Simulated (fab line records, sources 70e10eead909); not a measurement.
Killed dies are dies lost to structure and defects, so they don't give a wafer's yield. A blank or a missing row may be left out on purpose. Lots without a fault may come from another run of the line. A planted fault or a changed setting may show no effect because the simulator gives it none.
A struck lot beside a sound one | flow nand_harc | 15 steps out of a route of 1302
Sound: wafers L560.2, L560.3, L560.5. Struck: wafer L557.4. (L557.2, L557.5 of the same lot were not struck and are left out.) The cause comes at the end.
At each step with rows: each side's tool, then ch and its chambers, then its first start. Under that, the readings that differ: sound wafers | struck wafers | difference of the means | sigmas: that difference in standard deviations of wafers without a fault.
alike: readings whose means differ by less than 2 such deviations, and words and numbers that are the same on both sides. not compared: withheld readings, readings that some wafer has no value for, bounds like >300 that may hide the same value, and numbers for which the record gives no deviation and whose values overlap.
The two part at a step that has a row with sigmas, a row that says differs or no value, or rows on one side only. Numbers that don't overlap but have no deviation are shown without sigmas and don't part them. A reading that every wafer of one side lacks parts them only if that side has two wafers or more.

first, 8 steps without rows for these wafers: NHARC_P_CONTACT_COAT_33 (time 75 s); NHARC_P_CONTACT_COAT_34 (time 65 s); NHARC_P_CONTACT_COAT_06 (resist thk 90 nm); NHARC_P_CONTACT_SOFTBAKE_07 (time 55 s); NHARC_P_CONTACT_EBR_08; NHARC_P_CONTACT_EXPOSE_09 (exposes mask P CA, target cd 90 nm); NHARC_P_CONTACT_PEB_10 (peb time 65 s); NHARC_P_CONTACT_DEVELOP_11 (develop time 35 s).
NHARC_P_CONTACT_CD_MEAS_12: target cd 90 nm.
  sound on cd_sem-01 ch 0, day 10 19:28; struck on cd_sem-02 ch 0, day 9 19:11
  alike: cd_nm
NHARC_P_CONTACT_OVL_MEAS_13:
  sound on overlay-01, day 10 19:34; struck on overlay-02, day 9 19:16
  alike: overlay_x_nm, overlay_y_nm
NHARC_P_CONTACT_INSPECT_14:
  sound on defect_inspect-02, day 10 19:36; struck on defect_inspect-02, day 9 19:18
  alike: raw_defect_count
NHARC_P_CONTACT_DESCUM_17: chemistry O2, time 3 s.
  sound on rie_diel-12 ch 1,2, day 10 19:40; struck on rie_diel-06 ch 2, day 9 19:22
  alike: drypump_motor_current_A, oes_product_au, rf_vpp_V, showerhead_plenum_p_Torr, throttle_valve_pct
  not compared: rf_hours_counter_h
NHARC_P_CONTACT_ETCH_35: etches the open film in CF4, target depth 39 nm, time 65 s.
  sound on rie_diel-12 ch 0,2,3, day 10 19:44; struck on rie_diel-06 ch 0, day 9 19:28
  reading                | sound                | struck | difference | sigmas
  oes_product_au (a.u.)  | 1.002 0.983 0.996    | 0.869  | -0.125     | -11
  throttle_valve_pct (%) | 13.279 13.298 13.284 | 13.269 | -0.018     | -2
  alike: drypump_motor_current_A, rf_vpp_V, showerhead_plenum_p_Torr
  not compared: rf_hours_counter_h
NHARC_P_CONTACT_ETCH_36: etches the open film in N2/H2, target depth 260 nm, time 406.25 s.
  sound on rie_diel-12 ch 2,3; struck on rie_diel-06 ch 2
  alike: drypump_motor_current_A, oes_product_au, rf_vpp_V, showerhead_plenum_p_Torr, throttle_valve_pct
  not compared: rf_hours_counter_h
-- the record jumps here: 19 days lie between the struck wafers' starts before and after (it left off in module P_CONTACT and takes up again in module END, whose first step shown is number 1302 of the route) --
NHARC_END_SORT_01:
  the record has rows for the struck wafers here (prober-02 ch 0, day 28 16:52) and none for the sound ones

WHERE THEY PART
First at NHARC_P_CONTACT_ETCH_35; last, within this record, at NHARC_END_SORT_01.

WHY: what the simulator had put in
Process parameter drift: rie_diel-06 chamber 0, from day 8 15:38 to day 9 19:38, at NHARC_P_CONTACT_ETCH_35. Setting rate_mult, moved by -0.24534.
